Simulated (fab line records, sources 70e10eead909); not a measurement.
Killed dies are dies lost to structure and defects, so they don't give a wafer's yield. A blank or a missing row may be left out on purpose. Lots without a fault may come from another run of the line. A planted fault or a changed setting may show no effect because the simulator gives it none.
fab line records | flow nand_harc | part 1 of 2: steps 1 to 25 of 35
record lots=5 wafers=15 last_day=33
route steps=1302 shown A_STAIRCASE@841
lots that met no fault: from a run of the same line without faults
start_h: hours from the record's first day to the start of the lot's first wafer shown | wait_h: hours since the lot's step before | " the same as in the row above | L1.1+2: a row that stands for several wafers | - no value, or no start given | * or withheld: withheld | < > ~ a bound
route shown NAME@n: a module of which the file shows steps, and the number in the route of the first | usual: mean/standard deviation of fault-free wafers | same: alike in all rows | chamber/n: place in a boat | sites: the reading at each site | _std_site: their standard deviation | _edge_site: outer sites' mean less inner sites' | radius_mm: how far each site lies from the wafer's centre | mask NAME#n: copy n | behind: the tool/chamber that last shaped the wafer | hold: why the lot was held/for how many hours/how that ended | device: the transistor (n, p or np) that didn't switch | end of line: the same wafers' tests at the end of the route | a step without rows: its recipe alone | killed: dies lost to structure and defects at the first sort, not the wafer's yield | map: a wafer's dies, x killed, . not, _ none there
set.NAME: the setting as run; set.NAME@STEP: as run at that earlier step | model.NAME: the simulator's own value behind a step, which no gauge read
lots at some steps of the route; a table a step, a row a wafer
services: from which hour (start_h, from the record's first day; less than 0 if before it) a tool's chamber was out of use, for how many hours, and why
## steps
# step NHARC_A_STAIRCASE_ALD_415
# recipe target_thk_a=300 pulse_time_s=6 ald_cycles=300 temp_c=300 material=SiO2
# usual heater_power_w=485/58 precursor_pulse_height_rel=0.999/0.018
# columns lot.wafer tool chamber start_h wait_h heater_power_w precursor_pulse_height_rel
L074.1 ald_hk-04 3 384.81 0.1 464 0.982
L074.4 " 1 " " 411 0.982
L074.5 " 0 " " 451 0.991
L087.2 ald_hk-02 1 508.41 0.1 494 1.022
L087.3 " 2 " " 556 0.998
L087.4 " 3 " " 538 0.983
L091.2 ald_hk-02 3 554.64 0.1 520 0.986
L091.5 " 3 " " 531 1.005
L091.6 " 0 " " 460 1.014
L094.2 ald_hk-01 0 580.29 0.3 417 1.005
L094.3 " 2 " " 598 1.004
L094.5 " 3 " " 511 1.001
L095.3 ald_hk-04 1 606.73 0.1 386 0.975
L095.4 " 2 " " 415 1.012
L095.1 " 3 " " 443 1.016
# step NHARC_A_STAIRCASE_ETCHBACK_416
# recipe target_depth_a=360 time_s=7.2 c4f8_flow_sccm=withheld o2_flow_sccm=8 ar_flow_sccm=withheld rf_w=600 bias_w=800 chemistry=C4F8/O2/Ar
# usual oes_product_au=0.928/0.017 rf_fwd_power_W=586.5/2.1 rf_vpp_V=725/4.3
# columns lot.wafer tool chamber start_h wait_h oes_product_au rf_fwd_power_W rf_hours_counter_h rf_vpp_V
L074.4 rie_diel-02 1 - - 0.924 584.2 57 715
L074.1 " 2 " " 0.925 584.1 59 721
L074.5 " 1 " " 0.934 582.8 - 716
L087.4 rie_diel-13 2 - - 0.929 589.3 55 721
L087.3 " 3 " " 0.928 586.7 51 725
L087.2 " 0 " " 0.922 587.7 57 725
L091.2 rie_diel-04 0 - - 0.916 584.8 8 725
L091.6 " 1 " " 0.930 585.8 - 731
L091.5 " 2 " " 0.930 589.4 - 725
L094.3 rie_diel-13 1 - - 0.920 589.7 17 729
L094.2 " 2 " " 0.928 584.8 22 720
L094.5 " 2 " " 0.911 583.6 - 723
L095.1 rie_diel-13 0 - - 0.933 590.4 25 725
L095.4 " 1 " " 0.912 588.3 24 730
L095.3 " 2 " " 0.916 585.6 33 721
# step NHARC_A_STAIRCASE_STRIP_476
# recipe time_s=20 o2_flow_sccm=500 ar_flow_sccm=0 bias_w=0 chemistry=O2
# usual drypump_motor_current_A=5.5/0.41 oes_product_au=1.001/0.012 rf_vpp_V=58.0/0.92 showerhead_plenum_p_Torr=3.60/0.15 throttle_valve_pct=17.038/0.0086
# columns lot.wafer tool chamber start_h wait_h drypump_motor_current_A oes_product_au rf_hours_counter_h rf_vpp_V showerhead_plenum_p_Torr throttle_valve_pct
L074.4 rie_diel-02 1 387.01 0.1 5.7 1.002 57 56.5 3.27 17.039
L074.1 " 3 " " 5.1 0.987 57 56.8 3.51 17.039
L074.5 " 1 " " 5.7 1.001 - 57.1 3.27 17.026
L087.2 rie_diel-13 3 511.23 0.1 5.3 1.000 51 57.6 3.56 17.029
L087.3 " 0 " " 5.5 1.002 57 55.8 3.60 17.045
L087.4 " 2 " " 6.0 1.000 55 58.9 3.48 17.035
L091.2 rie_diel-04 0 556.79 0.1 5.3 1.006 8 58.7 3.63 17.041
L091.6 " 1 " " 6.0 1.011 - 59.0 3.80 17.047
L091.5 " 2 " " 4.9 1.008 - 58.9 3.56 17.037
L094.3 rie_diel-13 2 582.26 0.1 6.0 1.010 22 57.2 3.47 17.032
L094.2 " 3 " " 5.2 1.003 24 57.2 3.55 17.035
L094.5 " 1 " " 6.1 1.008 - 58.2 3.76 17.052
L095.1 rie_diel-13 0 608.91 0.1 5.5 1.019 25 57.8 3.59 17.031
L095.3 " 1 " " 6.1 1.002 24 56.5 3.76 17.040
L095.4 " 2 " " 6.1 1.011 33 57.4 3.46 17.049
# step NHARC_A_STAIRCASE_DEP_417
# recipe target_thk_a=600 step_coverage_pct=20 temp_c=400 target_thk_nm=60 flow_sccm=200 rf_w=450 material=Si3N4
# usual heater_power_w=713/94 rf_fwd_power_W=448.8/1.3
# columns lot.wafer tool chamber start_h wait_h heater_power_w rf_fwd_power_W
L074.1 pecvd-02 0 387.14 - 578 449.2
L074.4 " 2 " " 623 449.5
L074.5 " 0 " " 575 450.0
L087.3 pecvd-03 1 511.32 - 898 450.9
L087.2 " 0 " " 560 449.8
L087.4 " 0 " " 560 449.8
L091.2 pecvd-02 1 556.87 - 849 448.4
L091.5 " 1 " " 844 449.0
L091.6 " 0 " " 666 447.4
L094.3 pecvd-02 1 582.35 - 856 449.2
L094.2 " 0 " " 660 448.7
L094.5 " 1 " " 693 448.6
L095.1 pecvd-02 2 609.00 - 648 447.9
L095.3 " 1 " " 788 450.4
L095.4 " 1 " " 768 450.2
# step NHARC_A_STAIRCASE_WET_418
# recipe temp_c=160 target_depth_a=200 chemistry=H3PO4
# columns lot.wafer tool chamber start_h wait_h
L074.1+4+5 wet_h3po4-01 1 389.09 -
L087.2+3+4 wet_h3po4-02 0 513.32 -
L091.2+5+6 wet_h3po4-02 1 561.31 -
L094.2+3+5 wet_h3po4-02 0 584.35 -
L095.1+3+4 wet_h3po4-01 1 611.00 -
# step NHARC_A_STAIRCASE_PRECLEAN_419
# recipe time_s=* temp_c=50 bath_age_min=0 chemistry=SC1
# usual h2o2_flow_mL_min=56.59/0.17
# columns lot.wafer tool chamber start_h wait_h h2o2_flow_mL_min
L074.1 wet_bench-09 1 389.66 0.0 56.63
L074.4 " 3 " " 56.65
L074.5 " 6 " " 56.46
L087.3 wet_bench-04 5 513.90 0.0 56.52
L087.4 " 6 " " 56.77
L087.2 " 1 " " 56.83
L091.6 wet_bench-04 1 561.87 0.0 56.44
L091.2 " 2 " " 56.48
L091.5 " 3 " " 56.70
L094.2 wet_bench-02 0 584.94 0.0 56.17
L094.5 " 1 " " 56.55
L094.3 " 2 " " 56.45
L095.1 wet_bench-04 6 611.58 0.0 56.41
L095.3 " 7 " " 56.70
L095.4 " 0 " " 56.47
# step NHARC_A_STAIRCASE_SRD_421
# columns lot.wafer tool chamber start_h wait_h
L074.1+4+5 wet_bench-09 1,3,6 - -
L087.3+4+2 wet_bench-04 5,6,1 - -
L091.6+2+5 wet_bench-04 1,2,3 - -
L094.2+5+3 wet_bench-02 0,1,2 - -
L095.1+3+4 wet_bench-04 6,7,0 - -
# step NHARC_A_STAIRCASE_ALD_420
# recipe target_thk_a=200 pulse_time_s=6 ald_cycles=200 temp_c=300 material=SiO2
# usual heater_power_w=481/61 precursor_pulse_height_rel=1.000/0.02
# columns lot.wafer tool chamber start_h wait_h heater_power_w precursor_pulse_height_rel
L074.1 ald_hk-02 3 389.96 - 529 0.969
L074.4 " 1 " " 489 1.000
L074.5 " 3 " " 555 1.025
L087.3 ald_hk-02 0 514.04 - 447 1.005
L087.4 " 1 " " 500 0.970
L087.2 " 3 " " 531 1.026
L091.2 ald_hk-01 1 562.33 - 507 1.011
L091.6 " 3 " " 521 0.969
L091.5 " 0 " " 415 0.994
L094.3 ald_hk-01 0 585.08 - 412 1.004
L094.2 " 1 " " 501 1.008
L094.5 " 1 " " 492 1.001
L095.4 ald_hk-02 2 611.71 - 541 0.993
L095.1 " 3 " " 529 0.985
L095.3 " 1 " " 482 1.028
# step NHARC_A_STAIRCASE_CVD_552
# recipe target_thk_a=400 temp_c=700 pressure_mtorr=300 material=SiNx
# usual zone_power_bottom_pct=19.3/0.38 zone_power_upper_pct=10.4/0.86
# columns lot.wafer tool chamber start_h wait_h zone_power_bottom_pct zone_power_upper_pct
L074.1 lpcvd-01 0 - - 19.7 9.3
L074.4 " 0 " " 19.2 9.3
L074.5 " 0 " " 19.2 9.3
L087.2 lpcvd-02 1 - - 18.4 10.7
L087.3 " 1 " " 18.6 10.7
L087.4 " 1 " " 18.5 10.8
L091.2 lpcvd-02 1 - - 18.7 10.9
L091.5 " 1 " " 18.1 10.9
L091.6 " 1 " " 18.4 10.9
L094.2 lpcvd-01 1 - - 19.5 11.8
L094.3 " 1 " " 19.5 11.8
L094.5 " 1 " " 19.4 11.7
L095.1 lpcvd-02 0 - - 19.6 10.5
L095.3 " 0 " " 19.6 10.4
L095.4 " 0 " " 19.5 10.4
# step NHARC_A_STAIRCASE_DEP_151
# recipe target_thk_a=72000 temp_c=400 target_thk_nm=7200 teos_flow_sccm=200 rf_w=500 material=SiO2
# usual heater_power_w=660/100 rf_fwd_power_W=499.5/1.5
# columns lot.wafer tool chamber start_h wait_h heater_power_w rf_fwd_power_W
L074.1 pecvd-02 1 400.07 0.4 758 496.2
L074.5 " 2 " " 509 499.8
L074.4 " 0 " " 534 497.2
L087.3 pecvd-02 0 524.79 0.4 595 497.0
L087.2 " 2 " " 610 501.4
L087.4 " 2 " " 539 502.8
L091.2 pecvd-03 1 570.25 0.5 858 498.4
L091.6 " 0 " " 539 499.3
L091.5 " 2 " " 659 498.6
L094.3 pecvd-01 2 591.35 0.5 764 499.1
L094.2 " 0 " " 710 499.3
L094.5 " 2 " " 619 500.8
L095.1 pecvd-01 0 619.99 0.5 711 497.8
L095.3 " 1 " " 824 501.7
L095.4 " 1 " " 689 500.5
# step NHARC_A_STAIRCASE_ANNEAL_320
# recipe temp_c=750 time_s=1800
# usual zone_power_bottom_pct=18.22/0.24 zone_power_upper_pct=11.9/0.54
# columns lot.wafer tool chamber start_h wait_h zone_power_bottom_pct zone_power_upper_pct
L074.1 furnace-08 0 407.11 - 18.14 11.6
L074.4 " 0 " " 17.94 11.6
L074.5 " 0 " " 18.15 11.5
L087.2 furnace-07 0 528.74 - 18.49 12.5
L087.3 " 0 " " 18.20 12.3
L087.4 " 0 " " 18.55 12.2
L091.2 furnace-08 0 574.99 - 18.48 11.5
L091.5 " 0 " " 18.15 11.4
L091.6 " 0 " " 18.26 11.7
L094.2 furnace-07 0 595.49 - 18.34 12.4
L094.3 " 0 " " 18.31 12.6
L094.5 " 0 " " 18.30 12.2
L095.1 furnace-05 0 623.68 - 17.98 11.1
L095.3 " 0 " " 17.74 10.9
L095.4 " 0 " " 17.82 11.2
# step NHARC_A_STAIRCASE_DEP_322
# recipe target_thk_a=72000 temp_c=400 target_thk_nm=7200 teos_flow_sccm=200 rf_w=500 material=SiO2
# usual heater_power_w=657/110 rf_fwd_power_W=499.6/1.4
# columns lot.wafer tool chamber start_h wait_h heater_power_w rf_fwd_power_W
L074.1 pecvd-01 2 410.72 0.3 765 498.0
L074.4 " 2 " " 630 499.6
L074.5 " 0 " " 586 498.6
L087.2 pecvd-02 0 532.21 0.2 676 498.5
L087.3 " 1 " " 812 501.4
L087.4 " 1 " " 684 501.2
L091.2 pecvd-02 1 578.47 0.2 816 499.9
L091.5 " 0 " " 527 499.9
L091.6 " 1 " " 679 500.1
L094.3 pecvd-01 0 598.86 0.1 695 501.3
L094.2 " 1 " " 809 499.3
L094.5 " 1 " " 674 500.9
L095.1 pecvd-02 0 627.14 0.2 650 497.6
L095.3 " 1 " " 788 498.8
L095.4 " 0 " " 565 500.7
# step NHARC_A_STAIRCASE_ANNEAL_323
# recipe temp_c=750 time_s=1800
# usual zone_power_bottom_pct=18.21/0.26 zone_power_upper_pct=11.8/0.53
# columns lot.wafer tool chamber start_h wait_h zone_power_bottom_pct zone_power_upper_pct
L074.1 furnace-07 0 418.43 - 18.60 12.3
L074.4 " 0 " " 18.34 12.4
L074.5 " 0 " " 18.41 12.4
L087.2 furnace-07 0 536.09 - 18.02 12.4
L087.3 " 0 " " 18.11 12.4
L087.4 " 0 " " 18.52 12.4
L091.2 furnace-07 0 582.34 - 18.49 12.3
L091.5 " 0 " " 18.76 12.3
L091.6 " 0 " " 18.15 12.2
L094.2 furnace-07 0 604.39 - 18.36 12.2
L094.3 " 0 " " 18.59 12.5
L094.5 " 0 " " 18.31 12.3
L095.1 furnace-05 0 632.83 - 18.17 11.2
L095.3 " 0 " " 17.80 11.2
L095.4 " 0 " " 17.92 11.2
# step NHARC_A_STAIRCASE_DEP_325
# recipe target_thk_a=72000 temp_c=400 target_thk_nm=7200 teos_flow_sccm=200 rf_w=500 material=SiO2
# usual heater_power_w=660/98 rf_fwd_power_W=499.7/1.5
# columns lot.wafer tool chamber start_h wait_h heater_power_w rf_fwd_power_W
L074.1 pecvd-02 1 421.80 0.1 812 498.7
L074.4 " 1 " " 690 500.3
L074.5 " 0 " " 533 499.3
L087.3 pecvd-02 1 539.51 0.1 847 501.2
L087.2 " 0 " " 645 498.7
L087.4 " 0 " " 545 497.6
L091.2 pecvd-03 2 585.87 0.3 702 499.4
L091.5 " 0 " " 543 499.5
L091.6 " 1 " " 713 499.7
L094.2 pecvd-03 0 607.97 0.3 636 502.3
L094.3 " 1 " " 828 502.2
L094.5 " 1 " " 707 500.1
L095.3 pecvd-03 0 636.31 0.2 615 497.3
L095.1 " 1 " " 855 500.7
L095.4 " 1 " " 711 497.7
# step NHARC_A_STAIRCASE_ANNEAL_326
# recipe temp_c=750 time_s=1800
# usual zone_power_bottom_pct=18.18/0.24 zone_power_upper_pct=11.7/0.56
# columns lot.wafer tool chamber start_h wait_h zone_power_bottom_pct zone_power_upper_pct
L074.1 furnace-08 0 427.95 - 18.28 11.6
L074.4 " 0 " " 18.35 11.6
L074.5 " 0 " " 18.17 11.6
L087.2 furnace-05 0 545.02 - 18.12 11.0
L087.3 " 0 " " 17.39 10.9
L087.4 " 0 " " 17.65 11.0
L091.2 furnace-05 0 592.55 - 18.13 11.0
L091.5 " 0 " " 18.02 11.1
L091.6 " 0 " " 17.92 11.1
L094.2 furnace-07 0 612.77 - 18.40 12.3
L094.3 " 0 " " 18.63 12.2
L094.5 " 0 " " 18.40 12.4
L095.1 furnace-07 0 640.16 - 18.68 12.4
L095.3 " 0 " " 18.45 12.1
L095.4 " 0 " " 18.36 12.3
# step NHARC_A_STAIRCASE_DEHYDRATE_433
# recipe temp_c=150 time_s=120
# usual heater_power_total_W=182.5/1.3
# columns lot.wafer tool chamber start_h wait_h heater_power_total_W
L074.1 litho_track-03 0 431.30 0.1 183.6
L074.4 " 0 " " 181.3
L074.5 " 0 " " 183.5
L087.2 litho_track-05 0 548.42 0.1 182.7
L087.3 " 0 " " 183.3
L087.4 " 0 " " 181.2
L091.2 litho_track-03 0 595.97 0.1 182.0
L091.5 " 0 " " 181.0
L091.6 " 0 " " 182.8
L094.2 litho_track-05 0 616.14 0.1 183.5
L094.3 " 0 " " 182.2
L094.5 " 0 " " 182.0
L095.1 litho_track-05 0 643.52 0.1 184.9
L095.3 " 0 " " 181.3
L095.4 " 0 " " 182.2
# step NHARC_A_STAIRCASE_HMDS_434
# recipe time_s=30
# columns lot.wafer tool chamber start_h wait_h
L074.1+4+5 litho_track-03 0 - -
L087.2+3+4 litho_track-05 0 - -
L091.2+5+6 litho_track-03 0 - -
L094.2+3+5 litho_track-05 0 - -
L095.1+3+4 litho_track-05 0 - -
# step NHARC_A_STAIRCASE_COAT_435
# recipe spin_rpm=1200
# columns lot.wafer tool chamber start_h wait_h
L074.1+4+5 litho_track-03 0 - -
L087.2+3+4 litho_track-05 0 - -
L091.2+5+6 litho_track-03 0 - -
L094.2+3+5 litho_track-05 0 - -
L095.1+3+4 litho_track-05 0 - -
# step NHARC_A_STAIRCASE_SOFTBAKE_436
# recipe temp_c=135 time_s=170
# usual heater_power_total_W=134.5/0.98
# columns lot.wafer tool chamber start_h wait_h heater_power_total_W
L074.1 litho_track-03 0 - - 133.9
L074.4 " 0 " " 136.0
L074.5 " 0 " " 133.8
L087.2 litho_track-05 0 - - 136.3
L087.3 " 0 " " 134.3
L087.4 " 0 " " 133.4
L091.2 litho_track-03 0 - - 133.2
L091.5 " 0 " " 135.6
L091.6 " 0 " " 134.2
L094.2 litho_track-05 0 - - 134.3
L094.3 " 0 " " 136.3
L094.5 " 0 " " 136.3
L095.1 litho_track-05 0 - - 134.0
L095.3 " 0 " " 133.2
L095.4 " 0 " " 133.8
# step NHARC_A_STAIRCASE_EBR_437
# columns lot.wafer tool chamber start_h wait_h
L074.1+4+5 litho_track-03 0 - -
L087.2+3+4 litho_track-05 0 - -
L091.2+5+6 litho_track-03 0 - -
L094.2+3+5 litho_track-05 0 - -
L095.1+3+4 litho_track-05 0 - -
# step NHARC_A_STAIRCASE_EXPOSE_438
# recipe na=0.5 dose_mj=28.97 mask_id=STAIR_REV
# usual focus_offset_nm=0.1/0.56
# columns lot.wafer tool chamber start_h wait_h mask focus_offset_nm
L074.1 krf_scanner-03 0 431.66 - STAIR_REV#0 -0.3
L074.4 " 0 " " STAIR_REV#0 -0.6
L074.5 " 0 " " STAIR_REV#0 0.0
L087.2 krf_scanner-03 0 548.63 - STAIR_REV#0 -0.5
L087.3 " 0 " " STAIR_REV#0 0.1
L087.4 " 0 " " STAIR_REV#0 -0.5
L091.2 krf_scanner-03 0 596.31 - STAIR_REV#0 0.1
L091.5 " 0 " " STAIR_REV#0 -0.5
L091.6 " 0 " " STAIR_REV#0 0.2
L094.2 krf_scanner-03 0 616.78 - STAIR_REV#0 0.2
L094.3 " 0 " " STAIR_REV#0 -0.5
L094.5 " 0 " " STAIR_REV#0 -0.4
L095.1 krf_scanner-03 0 644.01 - STAIR_REV#0 -0.4
L095.3 " 0 " " STAIR_REV#0 -1.1
L095.4 " 0 " " STAIR_REV#0 0.5
# step NHARC_A_STAIRCASE_PEB_439
# recipe peb_temp_c=115 peb_time_s=130
# usual heater_power_total_W=123.86/0.2
# columns lot.wafer tool chamber start_h wait_h heater_power_total_W
L074.1 litho_track-03 0 431.73 0.1 123.80
L074.4 " 0 " " 123.84
L074.5 " 0 " " 124.03
L087.2 litho_track-03 0 548.69 0.1 124.05
L087.3 " 0 " " 123.70
L087.4 " 0 " " 123.85
L091.2 litho_track-07 0 596.37 0.1 123.88
L091.5 " 0 " " 124.04
L091.6 " 0 " " 123.89
L094.2 litho_track-05 0 616.84 0.1 123.47
L094.3 " 0 " " 123.88
L094.5 " 0 " " 124.01
L095.1 litho_track-07 0 644.07 0.1 124.09
L095.3 " 0 " " 123.68
L095.4 " 0 " " 123.67
# step NHARC_A_STAIRCASE_DEVELOP_440
# recipe time_s=140
# columns lot.wafer tool chamber start_h wait_h
L074.1+4+5 litho_track-03 0 - -
L087.2+3+4 litho_track-03 0 - -
L091.2+5+6 litho_track-07 0 - -
L094.2+3+5 litho_track-05 0 - -
L095.1+3+4 litho_track-07 0 - -
# step NHARC_A_STAIRCASE_HARDBAKE_442
# recipe temp_c=120 time_s=140
# usual heater_power_total_W=127.30/0.2
# columns lot.wafer tool chamber start_h wait_h heater_power_total_W
L074.1 litho_track-03 0 431.95 - 127.23
L074.4 " 0 " " 127.47
L074.5 " 0 " " 127.60
L087.2 litho_track-03 0 548.92 - 127.35
L087.3 " 0 " " 127.02
L087.4 " 0 " " 127.56
L091.2 litho_track-05 0 596.59 - 127.08
L091.5 " 0 " " 127.00
L091.6 " 0 " " 127.26
L094.2 litho_track-05 0 617.06 - 127.27
L094.3 " 0 " " 127.24
L094.5 " 0 " " 127.15
L095.1 litho_track-03 0 644.29 - 127.52
L095.3 " 0 " " 127.31
L095.4 " 0 " " 127.54
# step NHARC_A_STAIRCASE_DESCUM_443
# recipe time_s=3 o2_flow_sccm=200 ar_flow_sccm=0 bias_power_w=0 chemistry=O2
# usual drypump_motor_current_A=5.6/0.42 oes_product_au=0.998/0.012 rf_vpp_V=58.0/0.94 showerhead_plenum_p_Torr=1.95/0.081 throttle_valve_pct=11.311/0.0093
# columns lot.wafer tool chamber start_h wait_h drypump_motor_current_A oes_product_au rf_hours_counter_h rf_vpp_V showerhead_plenum_p_Torr throttle_valve_pct
L074.1 rie_diel-04 1 432.04 - 6.0 1.019 10 57.1 1.77 11.300
L074.4 " 3 " " 5.5 0.990 21 59.0 2.05 11.317
L074.5 " 1 " " 6.0 1.013 - 57.8 1.77 11.305
L087.2 rie_diel-13 3 549.02 - 5.2 1.017 9 58.0 1.93 11.308
L087.4 " 2 " " 6.1 1.006 - 58.6 1.88 11.305
L087.3 " 3 " " 5.2 1.023 - 58.9 1.93 11.301
L091.2 rie_diel-13 2 596.71 - 6.1 1.007 27 58.3 1.88 11.313
L091.6 " 3 " " 5.2 1.003 - 58.1 1.92 11.308
L091.5 " 0 " " 5.5 1.012 - 57.6 1.95 11.298
L094.3 rie_diel-04 1 617.19 - 6.0 1.007 27 59.6 2.07 11.303
L094.2 " 2 " " 4.8 1.005 24 58.9 1.93 11.304
L094.5 " 1 " " 6.0 0.998 - 58.1 2.07 11.338
L095.1 rie_diel-02 2 644.39 - 5.3 0.987 12 57.7 1.86 11.295
L095.3 " 1 " " 5.7 0.986 23 59.4 2.04 11.317
L095.4 " 2 " " 5.3 0.981 - 56.6 1.86 11.328
